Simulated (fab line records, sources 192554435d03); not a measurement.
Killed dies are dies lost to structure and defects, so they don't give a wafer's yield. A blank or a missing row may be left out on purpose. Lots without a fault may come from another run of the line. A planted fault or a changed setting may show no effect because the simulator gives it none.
Split-lot experiment | flow n5_finfet | 7 lots, 39 wafers read, on a route of 1938 steps

THE SPLIT
At N5_DUMMY_GATE_EXPOSE_12 (exposes mask GATE, target cd 25 nm), the setting dose_mj was moved away from the recipe's 34 on 12 of the 39 wafers read, by -2.4% to +6.9%. The other wafers ran this setting at the recipe's value.

FROM THE SPLIT TO THE READING: what the file shows between them, 2 steps
- N5_DUMMY_GATE_PEB_13: peb time 60 s
- N5_DUMMY_GATE_DEVELOP_14: develop time 30 s

THE READING
cd_nm, in nm, at N5_DUMMY_GATE_CD_MEAS_15 (target cd 25.8 nm). Fault-free wafers of this fab line usually give 24.91 nm, standard deviation 0.25 nm.

wafer  | tool, chamber at the split | dose_mj as run | against the recipe | cd_nm, nm | against lot-mates on the recipe
L074.1 | euv_scanner-01, 0          | 34             | recipe             | 25.13     | -
L074.2 | euv_scanner-01, 0          | 34             | recipe             | 24.86     | -
L074.3 | euv_scanner-01, 0          | 35.75          | +5.1%              | 24.13     | -0.85
L074.4 | euv_scanner-01, 0          | 34             | recipe             | 24.95     | -
L074.5 | euv_scanner-01, 0          | 35.75          | +5.1%              | 23.81     | -1.17
L074.6 | euv_scanner-01, 0          | 35.75          | +5.1%              | 24.10     | -0.88
L076.1 | euv_scanner-01, 0          | 34             | recipe             | 24.71     | -
L076.2 | euv_scanner-01, 0          | 36.34          | +6.9%              | 23.50     | -1.14
L076.3 | euv_scanner-01, 0          | 34             | recipe             | 24.46     | -
L076.4 | euv_scanner-01, 0          | 36.34          | +6.9%              | 23.35     | -1.29
L076.5 | euv_scanner-01, 0          | 34             | recipe             | 24.74     | -
L076.6 | euv_scanner-01, 0          | 36.34          | +6.9%              | 24.01     | -0.63
L090.1 | euv_scanner-01, 0          | 34             | recipe             | 24.85     | -
L090.2 | euv_scanner-01, 0          | 33.18          | -2.4%              | 25.09     | +0.28
L090.3 | euv_scanner-01, 0          | 34             | recipe             | 24.56     | -
L090.4 | euv_scanner-01, 0          | 33.18          | -2.4%              | 25.48     | +0.67
L090.5 | euv_scanner-01, 0          | 34             | recipe             | 25.02     | -
L090.6 | euv_scanner-01, 0          | 33.18          | -2.4%              | 25.29     | +0.48
L091.1 | euv_scanner-01, 0          | 34             | recipe             | 24.56     | -
L091.5 | euv_scanner-01, 0          | 34             | recipe             | 24.92     | -
L091.6 | euv_scanner-01, 0          | 34             | recipe             | 25.24     | -
L094.1 | euv_scanner-01, 0          | 34             | recipe             | 25.12     | -
L094.2 | euv_scanner-01, 0          | 34             | recipe             | 25.14     | -
L094.3 | euv_scanner-01, 0          | 34             | recipe             | 25.09     | -
L094.4 | euv_scanner-01, 0          | 34             | recipe             | 25.29     | -
L094.5 | euv_scanner-01, 0          | 34             | recipe             | 25.26     | -
L094.6 | euv_scanner-01, 0          | 34             | recipe             | 25.10     | -
L095.1 | euv_scanner-01, 0          | 34             | recipe             | 24.79     | -
L095.2 | euv_scanner-01, 0          | 34             | recipe             | 25.12     | -
L095.3 | euv_scanner-01, 0          | 34             | recipe             | 25.10     | -
L095.4 | euv_scanner-01, 0          | 35.78          | +5.2%              | 24.37     | -0.63
L095.5 | euv_scanner-01, 0          | 35.78          | +5.2%              | 23.62     | -1.38
L095.6 | euv_scanner-01, 0          | 35.78          | +5.2%              | 23.94     | -1.06
L097.1 | euv_scanner-02, 0          | 34             | recipe             | 25.02     | -
L097.2 | euv_scanner-02, 0          | 34             | recipe             | 24.98     | -
L097.3 | euv_scanner-02, 0          | 34             | recipe             | 24.97     | -
L097.4 | euv_scanner-02, 0          | 34             | recipe             | 25.13     | -
L097.5 | euv_scanner-02, 0          | 34             | recipe             | 24.97     | -
L097.6 | euv_scanner-02, 0          | 34             | recipe             | 24.72     | -

THE FIT
A straight line over all 39 wafers: cd_nm changes by -0.184 nm for each +1% of dose_mj; r = -0.91; the points scatter about the line by 0.23 nm.
The same after taking each lot's own level away (the mean of its wafers on the recipe; 39 wafers): -0.173 nm for each +1%; r = -0.92; scatter 0.2 nm.
On that fit, the largest move of dose_mj shifts the reading by 1.2 nm.
The lots' own levels span 24.637 to 25.167 nm, that is 2.1 times the standard deviation above.
So the lot-to-lot level changes the slope little: the two slopes agree.
Check: with one of the wafers moved furthest among these (+6.9%) left out of the fit, the line predicts -1.2 nm for it against its lot-mates. It came out at -1.14 nm against them.

THE FILE'S OWN FIT
cd_nm changes by -0.173 nm for each +1% of dose_mj, r = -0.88.
